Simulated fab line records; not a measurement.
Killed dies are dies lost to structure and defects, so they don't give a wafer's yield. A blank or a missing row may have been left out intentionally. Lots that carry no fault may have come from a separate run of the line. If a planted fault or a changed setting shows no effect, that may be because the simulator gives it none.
A struck lot beside a sound one || flow n5-finfet || 30 out of 1938 route steps
Sound: the wafers L397.1, L397.2, L397.6. The struck wafers were L402.3, L402.4, L402.5. At the end, the cause is stated.
Order at every step that has rows: each side's tool, ch and its chambers, its first start. Under that, the readings that differ: sound wafers || struck wafers || difference of the means || sigmas: that difference in standard deviations of wafers without a fault.
alike: same words and numbers on both sides, and readings whose means sit less than 2 such deviations apart. not compared: any withheld reading, any reading some wafer has no value for, any bound like >300 that may hide the same value, and any number with overlapping values for which the record gives no deviation.
The two part at a step that has a row with sigmas, a row that says differs or no value, or rows on one side only. Non-overlapping numbers with no deviation appear without sigmas and do not part them. A reading missing from all wafers of one side parts the sides only when that side holds two or more wafers.

first, 11 steps without rows for these wafers: N5_FIN_SAQP_MANDREL_ETCH_58 (etches a-Si in HBr/Cl2, stops on SiNx, target depth 45 nm, bt time 10 s, time 27 s); N5_FIN_SAQP_RECESS_63 (chemistry HF/NH3, target SiO2, target depth 18 nm, afs cycles 3, sublimation time 60 s); N5_FIN_SAQP_COAT_68 (time 60 s, resist thk 100 nm); N5_FIN_SAQP_ETCH_69 (etches SOC in N2/H2, stops on SiNx, target depth 150 nm); N5_FIN_SAQP_ETCH_67 (etches SiNx in CH3F/O2, target depth 30 nm); N5_FIN_SAQP_STRIP_70 (strips in N2/H2); N5_FIN_SAQP_RECESS_71 (chemistry HF/NH3, target SiO2, target depth 3 nm, afs cycles 1, sublimation time 60 s); N5_FIN_SAQP_SPACER2_ALD_28 (deposits SiO2, target thk 8.1 nm, pulse time 1 s, purge time 2 s); N5_FIN_SAQP_SPACER2_ETCHBACK_29 (etches SiO2 in CHF3/O2, target depth 12.2 nm, time 6.1 s); N5_FIN_SAQP_MANDREL2_REMOVE_60 (chemistry HBr/Cl2/O2, target a-Si, stops on SiNx, bt time 10 s); N5_FIN_SAQP_HM_OPEN_33 (chemistry CH3F/O2, target SiNx, target depth 49.4 nm, time 70.6 s).
N5_FIN_SAQP_ETCH_34: etches SiO2 in C4F6/O2, target depth 45 nm, time 15 s.
  sound on rie-diel-02 ch 1,2,3, day 3 13:59; struck on rie-diel-02 ch 0,2,3, day 4 22:10
  alike: drypump-motor-current-A, etch-rf-on-time-s, oes-product-au, rf-vpp-V, showerhead-plenum-p-Torr, throttle-valve-pct
  not compared: rf-hours-counter-h
then, 6 steps without rows for these wafers: N5_FIN_SAQP_STRIP_77 (strips in N2/H2, time 90 s); N5_FIN_SAQP_ETCH_64 (etches SiO2 in CF4, target depth 1.5 nm); N5_FIN_SAQP_FIN_ETCH_36 (etches the open film in HBr/Cl2/O2, target depth 120 nm, time 50.4 s); N5_FIN_SAQP_PRECLEAN_38 (cleans in O3/DIW, time 45 s); N5_FIN_SAQP_PRECLEAN_45 (cleans in dHF, time 10 s); N5_FIN_SAQP_SRD_39 (time 30 s).
N5_FIN_SAQP_INSPECT_40: inspects for defects (brightfield).
  sound on defect-inspect-02, day 3 14:28; struck on defect-inspect-01, day 4 22:38
{"reading": "raw-defect-count", "sound": "135 234 116", "struck": "497 637 512", "difference": "+387", "sigmas": "+6"}
then, 9 steps without rows for these wafers: N5_FIN_CUT_COAT_18 (time 60 s, resist thk 230 nm); N5_FIN_CUT_COAT_19 (time 60 s, resist thk 20 nm); N5_FIN_CUT_COAT_29 (time 60 s, resist thk 10 nm); N5_FIN_CUT_COAT_02 (resist thk 30 nm); N5_FIN_CUT_EBR_04; N5_FIN_CUT_SOFTBAKE_03 (time 60 s); N5_FIN_CUT_EXPOSE_05 (exposes mask FIN CUT); N5_FIN_CUT_PEB_06 (peb time 60 s); N5_FIN_CUT_DEVELOP_07 (develop time 30 s).
N5_FIN_CUT_INSPECT_10: inspects for defects (brightfield).
  sound on defect-inspect-02, day 3 15:05; struck on defect-inspect-01, day 4 23:02
{"reading": "raw-defect-count", "sound": "32 43 23", "struck": "285 310 306", "difference": "+268", "sigmas": "+24"}
then, 1 step without rows for these wafers: N5_FIN_CUT_DESCUM_13 (chemistry O2, time 7 s).

## WHERE THEY PART
First at N5_FIN_SAQP_INSPECT_40; last, within this record, at N5_FIN_CUT_INSPECT_10.

WHY: the cause the simulator had injected
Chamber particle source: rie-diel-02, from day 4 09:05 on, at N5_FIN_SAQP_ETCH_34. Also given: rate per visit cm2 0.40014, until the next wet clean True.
